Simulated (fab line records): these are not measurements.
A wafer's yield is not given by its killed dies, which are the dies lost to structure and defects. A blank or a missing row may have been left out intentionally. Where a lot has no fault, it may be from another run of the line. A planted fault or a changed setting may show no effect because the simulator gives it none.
fab line records	flow nand-harc
record lots=24	wafers=72	last-day=24
route steps=1159 shown P_M1@298 P_M2@343 P_BONDPAD@365
lots with no fault: from the same line, run without faults
start-h: hours from the record's opening day to when the first of the lot's shown wafers began	wait-h: hours from the lot's prior step to this one	" repeats the value in the row above	L1.1+2: several wafers, shown together as one row	- no value, or no start was given	* or withheld: withheld	< > ~ a bound
route shown NAME@n: names a module that has steps shown in the file, with the first one's number in the route	usual: mean/standard deviation of fault-free wafers	same: alike in all rows	chamber/n: place in a boat	sites: each site's reading	_std_site: the values' standard deviation	_edge_site: outer sites' mean less inner sites'	radius-mm: for every site, how far away it sits from the centre of the wafer	mask NAME#n: copy n	behind: tool/chamber where the wafer was last shaped	hold: why the lot was held/for how many hours/how that ended	device: the n, p or np transistor that did not switch	end of line: the same wafers' tests at the end of the route	step lacking rows: just its recipe	killed: not the wafer's yield, but the dies lost to structure and defects at the first sort	map: the dies of a wafer, with x for killed, . for not killed, _ for no die there
set.NAME: the setting as run; set.NAME@STEP: as run at that earlier step	model.NAME: the simulator's own value behind a step, which no gauge read
the route's steps for a sample of lots (tables are steps, rows are wafers)
services: when a tool's chamber went out of use (start-h, in hours from the record's first day, below 0 if earlier), for how many hours, and the reason
## steps
# step NHARC_P_M1_DESCUM_14
# recipe time-s=3	o2-flow-sccm=200	ar-flow-sccm=0	bias-power-w=0	chemistry=O2
# usual chamber-pressure-mTorr=60.00/0.048	drypump-motor-current-A=5.8/0.5	oes-product-au=0.998/0.0099	rf-vpp-V=57.9/0.85	showerhead-plenum-p-Torr=1.93/0.091	throttle-valve-pct=11.311/0.0083
lot.wafer	tool	chamber	start-h	wait-h	chamber-pressure-mTorr	drypump-motor-current-A	oes-product-au	rf-hours-counter-h	rf-vpp-V	showerhead-plenum-p-Torr	throttle-valve-pct
L074.2	rie-diel-04	1	121.97	0.1	59.98	6.1	1.000	0	58.4	1.84	11.324
L074.1	"	2	"	"	60.02	5.1	1.012	0	58.4	1.96	11.318
L074.5	"	1	"	"	60.07	6.1	0.996	-	58.9	1.84	11.325
L075.2	rie-diel-04	1	134.43	0.1	60.10	6.2	0.982	1	57.7	1.84	11.313
L075.3	"	3	"	"	59.94	6.4	0.984	1	58.4	1.86	11.312
L075.5	"	1	"	"	60.01	6.1	0.991	-	56.9	1.84	11.298
L076.2	rie-diel-09	3	135.60	0.1	60.01	6.0	0.984	1	57.9	1.86	11.309
L076.5	"	2	"	"	59.97	5.9	1.005	-	58.7	2.04	11.300
L076.4	"	3	"	"	60.01	6.1	0.980	-	56.9	1.86	11.324
L077.4	rie-diel-04	2	136.11	0.1	59.96	5.1	1.019	1	57.8	1.96	11.326
L077.3	"	3	"	"	60.01	6.5	0.996	1	56.7	1.86	11.323
L077.6	"	2	"	"	59.93	5.1	1.020	-	56.9	1.96	11.313
L078.2	rie-diel-09	3	143.57	0.1	59.91	6.0	0.988	1	55.9	1.86	11.309
L078.3	"	1	"	"	60.03	5.0	0.978	1	58.4	2.07	11.313
L078.5	"	2	"	"	60.01	5.9	1.011	-	57.8	2.04	11.312
L079.2	rie-diel-10	1	152.57	0.1	59.98	5.3	0.995	11	58.8	1.97	11.306
L079.3	"	2	"	"	60.04	5.9	0.997	12	56.1	2.05	11.315
L079.6	"	2	"	"	60.03	5.8	1.003	-	58.2	2.05	11.312
L080.2	rie-diel-09	1	155.75	0.1	59.89	5.0	0.981	2	58.9	2.07	11.307
L080.4	"	3	"	"	60.02	6.0	0.982	2	57.5	1.86	11.311
L080.6	"	0	"	"	60.06	5.3	1.002	-	59.3	1.92	11.306
L081.4	rie-diel-04	0	156.03	0.1	60.03	5.9	0.998	2	55.6	1.81	11.312
L081.1	"	2	"	"	60.07	5.1	1.011	2	57.0	1.96	11.297
L081.2	"	3	"	"	59.98	6.4	0.995	2	58.3	1.86	11.317
L083.3	rie-diel-09	1	170.07	0.1	59.99	5.0	0.993	2	59.2	2.07	11.317
L083.1	"	3	"	"	59.99	6.0	0.995	2	57.7	1.86	11.307
L083.5	"	1	"	"	59.99	5.0	0.989	-	56.3	2.07	11.315
L084.2	rie-diel-09	2	170.66	0.1	59.97	5.9	1.019	2	57.7	2.04	11.310
L084.1	"	3	"	"	59.97	6.0	0.995	2	58.7	1.86	11.303
L084.6	"	2	"	"	59.92	5.9	1.008	-	58.5	2.04	11.303
L082.3	rie-diel-10	2	172.60	0.1	60.01	5.8	1.010	13	58.2	2.05	11.323
L082.1	"	0	"	"	59.97	6.0	0.992	12	57.0	1.82	11.307
L082.5	"	1	"	"	59.97	5.2	1.000	-	58.3	1.97	11.322
L085.4	rie-diel-10	1	188.52	0.1	59.99	5.2	0.996	0	57.9	1.97	11.313
L085.1	"	2	"	"	60.06	5.8	0.988	0	58.2	2.05	11.312
L085.5	"	0	"	"	60.06	6.0	0.980	-	59.2	1.82	11.300
L087.4	rie-diel-09	1	197.70	0.1	59.98	5.0	0.986	2	57.4	2.07	11.303
L087.2	"	3	"	"	59.99	6.0	0.999	3	58.3	1.86	11.320
L087.5	"	1	"	"	60.03	5.0	0.989	-	58.1	2.07	11.296
L086.1	rie-diel-04	3	199.14	0.1	60.05	6.5	1.003	5	57.7	1.86	11.294
L086.4	"	1	"	"	59.95	6.1	0.991	5	58.2	1.84	11.319
L086.6	"	0	"	"	59.99	6.0	1.005	-	57.5	1.81	11.314
L088.2	rie-diel-04	2	216.54	0.1	60.01	5.1	0.996	6	58.6	1.96	11.321
L088.3	"	0	"	"	60.08	6.0	0.991	6	59.2	1.81	11.314
L088.6	"	2	"	"	59.94	5.1	0.993	-	57.1	1.96	11.300
L089.2	rie-diel-10	0	220.26	0.1	59.97	6.0	0.995	3	58.0	1.82	11.324
L089.1	"	2	"	"	60.01	5.9	0.995	2	59.5	2.05	11.315
L089.5	"	3	"	"	60.00	6.6	1.006	-	57.8	1.88	11.302
L090.1	rie-diel-04	0	220.54	0.1	59.92	6.0	1.009	7	57.4	1.80	11.322
L090.3	"	1	"	"	59.98	6.2	0.996	6	58.1	1.84	11.313
L090.6	"	3	"	"	60.07	6.5	0.992	-	58.1	1.86	11.318
L091.4	rie-diel-04	2	221.89	0.1	59.97	5.1	1.005	6	59.1	1.96	11.314
L091.1	"	3	"	"	59.98	6.4	0.995	6	57.1	1.86	11.333
L091.6	"	2	"	"	59.99	5.2	1.004	-	58.2	1.96	11.299
L092.4	rie-diel-09	2	226.04	0.1	60.00	5.9	1.009	3	58.9	2.04	11.305
L092.1	"	3	"	"	59.96	6.0	0.986	4	58.2	1.86	11.307
L092.3	"	0	"	"	59.99	5.3	1.015	3	58.2	1.92	11.303
L093.2	rie-diel-10	2	226.58	0.1	60.05	5.9	0.989	3	58.5	2.05	11.287
L093.1	"	0	"	"	60.09	6.0	0.989	4	57.7	1.82	11.313
L093.6	"	2	"	"	59.93	5.9	0.989	-	58.2	2.05	11.310
L095.3	rie-diel-09	2	248.65	0.1	59.99	5.9	0.998	4	57.0	2.04	11.313
L095.1	"	3	"	"	60.06	6.0	1.001	4	57.0	1.86	11.293
L095.6	"	2	"	"	60.03	5.9	0.999	-	57.6	2.04	11.315
L094.4	rie-diel-09	1	249.35	0.1	60.01	5.0	0.994	4	56.9	2.07	11.319
L094.1	"	2	"	"	60.01	5.9	1.008	4	58.2	2.04	11.300
L094.6	"	2	"	"	59.99	5.9	1.022	-	58.8	2.04	11.308
L096.2	rie-diel-10	2	250.50	0.1	59.97	5.9	0.985	4	59.3	2.05	11.325
L096.4	"	3	"	"	59.89	6.6	1.010	5	58.7	1.87	11.311
L096.5	"	2	"	"	59.98	5.9	0.993	-	58.2	2.05	11.305
L097.4	rie-diel-10	3	250.92	0.1	59.96	6.7	1.011	5	58.6	1.88	11.310
L097.2	"	0	"	"	60.01	6.0	0.982	5	57.6	1.82	11.312
L097.6	"	3	"	"	59.99	6.6	1.008	-	57.1	1.87	11.306
# step NHARC_P_M1_ETCH_15
# recipe target-depth-a=1825	time-s=91.2	c4f8-flow-sccm=withheld	ar-flow-sccm=400	rf-w=600	bias-w=300	chemistry=C4F8/Ar
# usual chamber-pressure-mTorr=25.001/0.021	oes-product-au=0.954/0.022	rf-vpp-V=441.1/2.9
lot.wafer	tool	chamber	start-h	wait-h	chamber-pressure-mTorr	oes-product-au	rf-hours-counter-h	rf-vpp-V
L074.2	rie-diel-04	3	-	-	24.994	0.971	0	440.2
L074.1	"	2	"	"	25.011	0.959	0	440.6
L074.5	"	0	"	"	25.027	0.974	-	436.5
L075.2	rie-diel-04	0	-	-	24.999	0.994	1	436.5
L075.3	"	1	"	"	24.986	0.954	1	438.7
L075.5	"	0	"	"	24.984	0.981	-	436.0
L076.2	rie-diel-09	3	-	-	25.013	0.911	1	441.1
L076.4	"	1	"	"	25.004	0.904	-	444.6
L076.5	"	2	"	"	25.009	0.923	-	445.4
L077.4	rie-diel-04	2	-	-	25.022	0.974	1	441.2
L077.3	"	3	"	"	25.009	0.960	1	439.5
L077.6	"	1	"	"	25.022	0.947	-	438.4
L078.3	rie-diel-09	1	-	-	25.004	0.963	1	445.5
L078.2	"	0	"	"	25.011	0.967	1	443.3
L078.5	"	2	"	"	25.026	0.974	-	444.2
L079.2	rie-diel-10	2	-	-	24.965	0.938	12	444.7
L079.3	"	3	"	"	25.002	0.939	11	440.4
L079.6	"	3	"	"	25.022	0.913	-	438.9
L080.2	rie-diel-09	2	-	-	25.035	0.984	2	445.7
L080.4	"	3	"	"	24.998	0.959	2	439.9
L080.6	"	2	"	"	24.995	0.991	-	442.8
L081.2	rie-diel-04	1	-	-	24.977	0.951	2	439.1
L081.4	"	2	"	"	25.023	0.988	2	442.6
L081.1	"	3	"	"	25.037	0.958	2	438.1
L083.1	rie-diel-09	1	-	-	24.982	0.922	2	444.5
L083.3	"	2	"	"	25.017	0.934	2	444.8
L083.5	"	0	"	"	25.020	0.974	-	438.8
L084.1	rie-diel-09	0	-	-	25.004	0.978	2	441.8
L084.2	"	1	"	"	24.981	0.955	2	446.2
L084.6	"	3	"	"	24.980	0.969	-	438.9
L082.1	rie-diel-10	3	-	-	25.002	0.934	13	440.3
L082.3	"	0	"	"	25.025	0.919	13	438.5
L082.5	"	2	"	"	24.978	0.927	-	445.8
L085.1	rie-diel-10	3	-	-	25.006	0.985	0	439.6
L085.4	"	0	"	"	25.051	0.950	0	439.4
L085.5	"	2	"	"	24.986	0.974	-	444.8
L087.4	rie-diel-09	2	-	-	25.005	0.937	3	445.1
L087.2	"	1	"	"	24.969	0.923	3	444.1
L087.5	"	3	"	"	24.996	0.934	-	439.1
L086.4	rie-diel-04	0	-	-	24.999	0.959	5	437.6
L086.1	"	1	"	"	25.018	0.965	5	438.2
L086.6	"	2	"	"	24.988	0.976	-	442.0
L088.3	rie-diel-04	3	-	-	25.016	0.945	6	440.2
L088.2	"	0	"	"	24.975	0.983	6	437.4
L088.6	"	0	"	"	25.007	0.982	-	437.8
L089.1	rie-diel-10	2	-	-	25.021	0.971	2	446.6
L089.2	"	0	"	"	25.028	0.947	3	437.9
L089.5	"	2	"	"	25.019	0.970	-	446.1
L090.3	rie-diel-04	0	-	-	24.992	0.958	7	439.0
L090.1	"	1	"	"	24.991	0.951	6	437.5
L090.6	"	0	"	"	24.951	0.959	-	438.3
L091.4	rie-diel-04	2	-	-	25.023	0.920	6	443.5
L091.1	"	1	"	"	24.971	0.911	6	438.5
L091.6	"	3	"	"	24.994	0.919	-	439.4
L092.3	rie-diel-09	3	-	-	25.004	0.950	4	439.3
L092.4	"	0	"	"	25.016	0.989	3	440.2
L092.1	"	1	"	"	24.984	0.972	3	445.5
L093.1	rie-diel-10	0	-	-	24.999	0.960	4	437.8
L093.2	"	2	"	"	24.999	0.946	3	444.6
L093.6	"	3	"	"	25.000	0.969	-	440.6
L095.1	rie-diel-09	2	-	-	24.977	0.969	4	443.9
L095.3	"	1	"	"	25.011	0.969	4	444.9
L095.6	"	3	"	"	24.999	0.929	-	439.8
L094.4	rie-diel-09	2	-	-	25.003	0.968	4	445.1
L094.1	"	3	"	"	24.971	0.957	4	439.6
L094.6	"	0	"	"	25.003	0.978	-	441.2
L096.4	rie-diel-10	0	-	-	24.994	0.960	5	436.7
L096.2	"	1	"	"	25.000	0.967	4	441.9
L096.5	"	0	"	"	24.995	0.955	-	438.4
L097.4	rie-diel-10	3	-	-	25.000	0.962	5	440.2
L097.2	"	0	"	"	24.988	0.950	5	436.8
L097.6	"	2	"	"	25.014	0.941	-	444.6
# step NHARC_P_M2_ANNEAL_31
# recipe temp-c=225	time-s=90
# usual wafer_temp_C_max=226.0/0.3
lot.wafer	tool	chamber	start-h	wait-h	wafer_temp_C_max
L074.1	rtp-anneal-02	0	127.91	0.3	225.7
L074.2	"	0	"	"	225.7
L074.5	"	0	"	"	226.0
L075.2	rtp-anneal-02	0	140.88	0.4	226.1
L075.3	"	0	"	"	225.6
L075.5	"	0	"	"	226.2
L076.2	rtp-anneal-02	0	142.15	0.3	225.9
L076.4	"	0	"	"	226.1
L076.5	"	0	"	"	225.9
L077.3	rtp-anneal-01	0	142.40	-	225.9
L077.4	"	0	"	"	226.1
L077.6	"	0	"	"	226.3
L078.2	rtp-anneal-01	0	149.91	0.4	227.0
L078.3	"	0	"	"	225.9
L078.5	"	0	"	"	226.2
L079.2	rtp-anneal-02	0	159.20	-	226.2
L079.3	"	0	"	"	225.9
L079.6	"	0	"	"	225.7
L080.2	rtp-anneal-01	0	161.77	0.4	225.7
L080.4	"	0	"	"	226.9
L080.6	"	0	"	"	225.9
L081.1	rtp-anneal-01	0	162.09	-	225.9
L081.2	"	0	"	"	226.4
L081.4	"	0	"	"	225.7
L083.1	rtp-anneal-02	0	176.70	0.3	225.8
L083.3	"	0	"	"	225.9
L083.5	"	0	"	"	225.8
L084.1	rtp-anneal-02	0	177.01	0.4	225.6
L084.2	"	0	"	"	225.7
L084.6	"	0	"	"	225.8
L082.1	rtp-anneal-01	0	178.52	0.3	226.0
L082.3	"	0	"	"	226.2
L082.5	"	0	"	"	226.4
L085.1	rtp-anneal-02	0	194.59	-	225.6
L085.4	"	0	"	"	225.7
L085.5	"	0	"	"	225.4
L087.2	rtp-anneal-02	0	203.86	-	225.9
L087.4	"	0	"	"	226.2
L087.5	"	0	"	"	225.7
L086.1	rtp-anneal-02	0	205.28	0.3	225.9
L086.4	"	0	"	"	225.6
L086.6	"	0	"	"	225.7
L088.2	rtp-anneal-01	0	222.60	0.4	225.8
L088.3	"	0	"	"	226.2
L088.6	"	0	"	"	226.2
L089.1	rtp-anneal-02	0	226.45	-	225.6
L089.2	"	0	"	"	226.1
L089.5	"	0	"	"	225.6
L090.1	rtp-anneal-01	0	227.17	0.3	226.4
L090.3	"	0	"	"	225.9
L090.6	"	0	"	"	226.3
L091.1	rtp-anneal-01	0	228.09	-	226.6
L091.4	"	0	"	"	226.3
L091.6	"	0	"	"	226.2
L092.1	rtp-anneal-02	0	232.65	0.3	225.9
L092.3	"	0	"	"	225.7
L092.4	"	0	"	"	225.8
L093.1	rtp-anneal-01	0	232.79	0.3	226.4
L093.2	"	0	"	"	226.7
L093.6	"	0	"	"	226.5
L095.1	rtp-anneal-02	0	255.58	0.3	225.5
L095.3	"	0	"	"	225.6
L095.6	"	0	"	"	225.9
L094.1	rtp-anneal-01	0	255.76	0.3	226.6
L094.4	"	0	"	"	226.2
L094.6	"	0	"	"	225.8
L096.2	rtp-anneal-02	0	257.45	-	225.9
L096.4	"	0	"	"	225.8
L096.5	"	0	"	"	226.1
L097.2	rtp-anneal-01	0	257.80	-	225.8
L097.4	"	0	"	"	225.8
L097.6	"	0	"	"	226.3
# step NHARC_P_BONDPAD_OVL_MEAS_38
# usual overlay-x-nm=-1/5.9	overlay-y-nm=0/6.9
lot.wafer	tool	chamber	start-h	wait-h	overlay-x-nm	overlay-y-nm
L074.1	overlay-01	-	130.80	-	1	16
L074.2	"	-	"	"	1	17
L074.5	"	-	"	"	1	16
L075.2	overlay-01	-	143.49	-	1	-8
L075.3	"	-	"	"	1	-8
L075.5	"	-	"	"	1	-7
L076.2	overlay-01	-	144.72	-	-10	2
L076.4	"	-	"	"	-11	2
L076.5	"	-	"	"	-11	2
L077.3	overlay-02	-	145.16	-	7	10
L077.4	"	-	"	"	7	10
L077.6	"	-	"	"	8	10
L078.2	overlay-01	-	152.44	-	-6	-1
L078.3	"	-	"	"	-6	-3
L078.5	"	-	"	"	-6	-3
L079.2	overlay-02	-	161.95	-	4	4
L079.3	"	-	"	"	4	4
L079.6	"	-	"	"	4	5
L080.2	overlay-02	-	164.83	-	5	-5
L080.4	"	-	"	"	4	-5
L080.6	"	-	"	"	5	-5
L081.1	overlay-01	-	164.99	-	-6	-1
L081.2	"	-	"	"	-6	0
L081.4	"	-	"	"	-6	-1
L083.1	overlay-02	-	179.61	-	-6	6
L083.3	"	-	"	"	-7	6
L083.5	"	-	"	"	-7	6
L084.1	overlay-02	-	179.85	-	2	-4
L084.2	"	-	"	"	4	-3
L084.6	"	-	"	"	3	-3
L082.1	overlay-02	-	181.20	-	7	2
L082.3	"	-	"	"	6	1
L082.5	"	-	"	"	7	1
L085.1	overlay-02	-	197.34	-	-1	1
L085.4	"	-	"	"	-2	2
L085.5	"	-	"	"	-2	2
L087.2	overlay-01	-	206.63	-	-2	-1
L087.4	"	-	"	"	-2	-2
L087.5	"	-	"	"	-1	-2
L086.1	overlay-01	-	207.81	-	5	-1
L086.4	"	-	"	"	5	-1
L086.6	"	-	"	"	6	0
L088.2	overlay-01	-	225.88	-	-6	-16
L088.3	"	-	"	"	-6	-16
L088.6	"	-	"	"	-6	-16
L089.1	overlay-01	-	229.18	-	-6	-4
L089.2	"	-	"	"	-6	-4
L089.5	"	-	"	"	-6	-4
L090.1	overlay-01	-	229.93	-	-4	-2
L090.3	"	-	"	"	-4	-2
L090.6	"	-	"	"	-4	-1
L091.1	overlay-02	-	230.65	-	-1	12
L091.4	"	-	"	"	-1	11
L091.6	"	-	"	"	0	10
L092.1	overlay-02	-	235.22	-	3	-2
L092.3	"	-	"	"	3	-2
L092.4	"	-	"	"	3	-2
L093.1	overlay-01	-	235.34	-	13	-14
L093.2	"	-	"	"	14	-13
L093.6	"	-	"	"	13	-14
L094.1	overlay-01	-	258.44	-	-11	2
L094.4	"	-	"	"	-11	2
L094.6	"	-	"	"	-11	2
L095.1	overlay-02	-	258.60	-	-4	1
L095.3	"	-	"	"	-4	0
L095.6	"	-	"	"	-4	1
L096.2	overlay-01	-	260.67	-	-3	-7
L096.4	"	-	"	"	-3	-7
L096.5	"	-	"	"	-3	-7
L097.2	overlay-01	-	261.15	-	-5	1
L097.4	"	-	"	"	-5	1
L097.6	"	-	"	"	-5	1
# step NHARC_P_BONDPAD_DESCUM_11
# recipe time-s=3	o2-flow-sccm=200	ar-flow-sccm=0	bias-power-w=0	chemistry=O2
# usual chamber-pressure-mTorr=60.01/0.057	drypump-motor-current-A=5.8/0.65	oes-product-au=1.000/0.01	rf-vpp-V=57.9/0.92	showerhead-plenum-p-Torr=1.93/0.091	throttle-valve-pct=11.312/0.0091
lot.wafer	tool	chamber	start-h	wait-h	chamber-pressure-mTorr	drypump-motor-current-A	oes-product-au	rf-hours-counter-h	rf-vpp-V	showerhead-plenum-p-Torr	throttle-valve-pct
L074.1	rie-diel-05	0	130.94	-	59.95	4.8	1.007	46	56.0	1.91	11.325
L074.2	"	1	"	"	60.09	5.7	1.003	47	56.9	1.90	11.293
L074.5	"	2	"	"	60.01	6.1	0.990	-	57.1	1.84	11.314
L075.2	rie-diel-02	0	143.61	-	60.03	5.0	0.997	16	57.6	1.81	11.296
L075.3	"	3	"	"	60.00	6.6	0.991	15	59.1	1.97	11.321
L075.5	"	0	"	"	60.03	5.0	1.001	-	57.7	1.81	11.310
L076.4	rie-diel-02	1	144.84	-	60.08	5.2	1.006	17	58.9	1.99	11.310
L076.2	"	0	"	"	60.02	5.0	1.002	16	55.4	1.81	11.287
L076.5	"	2	"	"	60.02	6.2	1.006	-	59.3	2.03	11.314
L077.3	rie-diel-02	2	145.34	-	59.95	6.2	0.999	15	58.5	2.03	11.308
L077.4	"	3	"	"	60.10	6.6	0.986	16	57.4	1.97	11.314
L077.6	"	2	"	"	59.95	6.2	1.000	-	57.2	2.03	11.306
L078.2	rie-diel-05	2	152.60	-	60.05	6.1	0.991	58	56.3	1.84	11.317
L078.3	"	3	"	"	60.02	6.5	1.002	57	56.8	1.79	11.321
L078.5	"	1	"	"	60.07	5.7	1.015	-	59.1	1.90	11.303
L079.2	rie-diel-02	3	162.07	-	59.92	6.6	0.992	0	58.9	1.97	11.318
L079.3	"	0	"	"	60.06	5.0	1.002	0	56.8	1.81	11.314
L079.6	"	3	"	"	59.91	6.6	0.990	-	58.6	1.97	11.301
L080.4	rie-diel-02	1	164.97	-	60.04	5.2	1.001	1	59.1	2.00	11.304
L080.2	"	2	"	"	60.08	6.2	0.998	1	58.2	2.03	11.319
L080.6	"	3	"	"	59.99	6.6	0.990	-	57.1	1.97	11.290
L081.4	rie-diel-02	3	165.14	-	60.04	6.6	1.000	1	57.2	1.97	11.316
L081.1	"	0	"	"	59.97	5.0	1.004	1	56.8	1.81	11.320
L081.2	"	1	"	"	60.03	5.2	0.998	1	58.5	1.99	11.317
L083.3	rie-diel-02	0	179.74	-	60.02	5.0	1.007	2	56.2	1.81	11.319
L083.1	"	1	"	"	60.09	5.2	1.011	2	58.1	1.99	11.309
L083.5	"	3	"	"	60.02	6.7	0.989	-	58.6	1.97	11.316
L084.2	rie-diel-02	0	179.98	-	60.02	5.0	1.002	2	56.9	1.81	11.296
L084.1	"	3	"	"	59.88	6.6	0.983	2	57.1	1.97	11.333
L084.6	"	3	"	"	60.03	6.6	0.986	-	57.7	1.97	11.308
L082.3	rie-diel-02	0	181.32	-	60.06	5.0	1.009	3	58.0	1.81	11.313
L082.1	"	3	"	"	60.00	6.6	0.994	2	58.8	1.97	11.323
L082.5	"	0	"	"	59.90	5.0	1.009	-	58.6	1.81	11.326
L085.1	rie-diel-02	2	197.46	-	59.97	6.2	1.006	4	57.8	2.03	11.301
L085.4	"	1	"	"	59.99	5.2	1.000	4	57.1	1.99	11.318
L085.5	"	3	"	"	60.05	6.6	1.009	-	56.3	1.97	11.307
L087.2	rie-diel-02	3	206.77	-	60.07	6.6	0.991	6	58.5	1.97	11.294
L087.4	"	1	"	"	60.00	5.2	1.003	5	58.1	1.99	11.314
L087.5	"	3	"	"	59.89	6.6	0.993	-	58.2	1.97	11.328
L086.4	rie-diel-02	2	207.94	-	60.07	6.2	0.993	6	58.9	2.03	11.321
L086.1	"	1	"	"	59.90	5.2	1.003	5	58.8	1.99	11.306
L086.6	"	3	"	"	60.04	6.6	0.999	-	58.0	1.97	11.311
L088.3	rie-diel-02	3	226.01	-	60.00	6.6	0.991	7	58.2	1.96	11.303
L088.2	"	1	"	"	59.94	5.2	1.000	6	58.2	1.99	11.303
L088.6	"	2	"	"	59.97	6.2	1.003	-	58.5	2.03	11.300
L089.2	rie-diel-02	2	229.30	-	59.97	6.2	1.007	7	57.3	2.03	11.308
L089.1	"	3	"	"	60.06	6.6	0.992	7	56.9	1.96	11.305
L089.5	"	2	"	"	59.99	6.2	1.014	-	57.1	2.03	11.325
L090.1	rie-diel-02	1	230.06	-	59.91	5.3	1.006	7	58.9	1.99	11.312
L090.3	"	3	"	"	60.02	6.6	0.999	7	57.0	1.96	11.310
L090.6	"	1	"	"	59.97	5.2	1.015	-	57.8	1.99	11.328
L091.4	rie-diel-11	3	230.80	-	60.04	6.7	0.989	15	57.4	1.80	11.304
L091.1	"	1	"	"	60.11	5.6	0.997	14	60.3	2.05	11.316
L091.6	"	3	"	"	59.97	6.7	0.984	-	56.3	1.80	11.305
L092.3	rie-diel-02	1	235.34	-	59.97	5.2	1.018	7	58.0	1.99	11.313
L092.1	"	2	"	"	59.99	6.2	1.001	7	57.8	2.03	11.297
L092.4	"	0	"	"	59.99	5.0	1.012	8	57.5	1.81	11.316
L093.2	rie-diel-11	0	235.47	-	60.07	5.8	0.999	17	56.6	1.82	11.322
L093.1	"	2	"	"	60.05	6.1	0.995	16	58.7	2.07	11.299
L093.6	"	0	"	"	59.97	5.8	1.014	-	57.8	1.82	11.317
L094.4	rie-diel-02	1	258.58	-	59.93	5.2	1.016	9	58.5	1.99	11.295
L094.1	"	2	"	"	59.96	6.2	1.003	9	58.9	2.03	11.310
L094.6	"	0	"	"	60.12	5.0	1.011	-	57.3	1.81	11.320
L095.3	rie-diel-05	3	258.74	-	59.94	6.5	1.015	33	57.4	1.78	11.315
L095.1	"	0	"	"	60.03	4.8	0.996	33	57.5	1.89	11.320
L095.6	"	2	"	"	59.99	6.1	0.980	-	58.7	1.83	11.324
L096.2	rie-diel-05	0	260.80	-	59.98	4.7	0.992	33	58.8	1.89	11.312
L096.4	"	2	"	"	59.94	6.1	0.980	33	57.5	1.83	11.300
L096.5	"	1	"	"	59.97	5.7	0.995	-	58.4	1.89	11.311
L097.2	rie-diel-11	2	261.29	-	60.04	6.1	0.981	24	58.9	2.07	11.322
L097.4	"	2	"	"	59.95	6.1	0.981	-	58.1	2.07	11.326
L097.6	"	3	"	"	59.97	6.6	0.989	-	56.5	1.80	11.313
# step NHARC_P_BONDPAD_THK_MEAS_20
# recipe thk-meas-gauge=xrf
# usual thk-nm=160.5/1.5
lot.wafer	tool	chamber	start-h	wait-h	thk-nm
L074.1	film-metro-01	-	133.54	-	160.1
L074.2	"	-	"	"	159.5
L074.5	"	-	"	"	159.2
L075.2	film-metro-02	-	146.30	-	164.4
L075.3	"	-	"	"	161.1
L075.5	"	-	"	"	161.3
L076.2	film-metro-01	-	147.26	-	162.0
L076.4	"	-	"	"	162.1
L076.5	"	-	"	"	161.3
L077.3	film-metro-02	-	147.74	-	164.9
L077.4	"	-	"	"	161.0
L077.6	"	-	"	"	164.5
L078.2	film-metro-02	-	155.30	-	158.9
L078.3	"	-	"	"	161.1
L078.5	"	-	"	"	157.9
L079.2	film-metro-02	-	164.43	-	160.0
L079.3	"	-	"	"	160.4
L079.6	"	-	"	"	160.0
L080.2	film-metro-01	-	167.45	-	157.9
L080.4	"	-	"	"	160.0
L080.6	"	-	"	"	159.0
L081.1	film-metro-01	-	167.85	-	156.5
L081.2	"	-	"	"	160.7
L081.4	"	-	"	"	157.5
L083.1	film-metro-02	-	182.62	-	159.3
L083.3	"	-	"	"	157.7
L083.5	"	-	"	"	160.8
L084.1	film-metro-02	-	182.93	-	159.4
L084.2	"	-	"	"	160.0
L084.6	"	-	"	"	160.0
L082.1	film-metro-01	-	183.90	-	159.4
L082.3	"	-	"	"	161.5
L082.5	"	-	"	"	159.8
L085.1	film-metro-01	-	199.84	-	161.4
L085.4	"	-	"	"	160.6
L085.5	"	-	"	"	161.0
L087.2	film-metro-02	-	209.14	-	159.3
L087.4	"	-	"	"	161.1
L087.5	"	-	"	"	157.1
L086.1	film-metro-01	-	210.32	-	161.8
L086.4	"	-	"	"	159.6
L086.6	"	-	"	"	161.8
L088.2	film-metro-02	-	228.36	-	161.1
L088.3	"	-	"	"	160.9
L088.6	"	-	"	"	161.6
L089.1	film-metro-01	-	231.65	-	159.3
L089.2	"	-	"	"	160.0
L089.5	"	-	"	"	157.4
L090.1	film-metro-02	-	232.43	-	161.9
L090.3	"	-	"	"	159.4
L090.6	"	-	"	"	160.7
L091.1	film-metro-02	-	233.15	-	159.7
L091.4	"	-	"	"	158.7
L091.6	"	-	"	"	160.2
L092.1	film-metro-02	-	237.88	-	163.5
L092.3	"	-	"	"	160.1
L092.4	"	-	"	"	158.0
L093.1	film-metro-02	-	238.06	-	160.0
L093.2	"	-	"	"	161.8
L093.6	"	-	"	"	159.2
L094.1	film-metro-02	-	260.96	-	161.7
L094.4	"	-	"	"	159.0
L094.6	"	-	"	"	161.5
L095.1	film-metro-01	-	261.10	-	161.9
L095.3	"	-	"	"	161.5
L095.6	"	-	"	"	160.7
L096.2	film-metro-02	-	263.15	-	158.9
L096.4	"	-	"	"	158.8
L096.5	"	-	"	"	160.6
L097.2	film-metro-02	-	263.75	-	161.2
L097.4	"	-	"	"	160.1
L097.6	"	-	"	"	161.4
## services
tool	chamber	start-h	hours	kind
rie-diel-11	1	104.11	4.5	repair
rie-diel-10	0	104.16	1.7	repair
rie-diel-09	0	110.60	-	clean
rie-diel-09	1	110.60	-	clean
rie-diel-09	2	110.60	-	clean
rie-diel-09	3	110.60	-	clean
rie-diel-04	-	111.90	9.0	pm
rie-diel-09	0	130.18	6.9	repair
rie-diel-09	1	135.10	-	clean
rie-diel-09	2	135.10	-	clean
rie-diel-09	3	135.10	-	clean
rie-diel-10	1	139.59	3.5	repair
rie-diel-02	-	150.70	9.0	pm
rie-diel-11	-	155.07	0.5	repair
rie-diel-10	1	160.92	7.2	repair
rie-diel-05	-	163.65	9.0	pm
rie-diel-02	3	171.82	4.8	repair
rie-diel-10	-	176.50	9.0	pm
rie-diel-02	2	179.85	2.3	repair
rie-diel-11	-	189.52	9.0	pm
rie-diel-09	3	234.17	12.0	repair
rie-diel-11	2	242.83	4.5	repair
rie-diel-09	-	254.10	9.0	pm
rie-diel-11	0	259.02	6.5	repair
## key
fault none
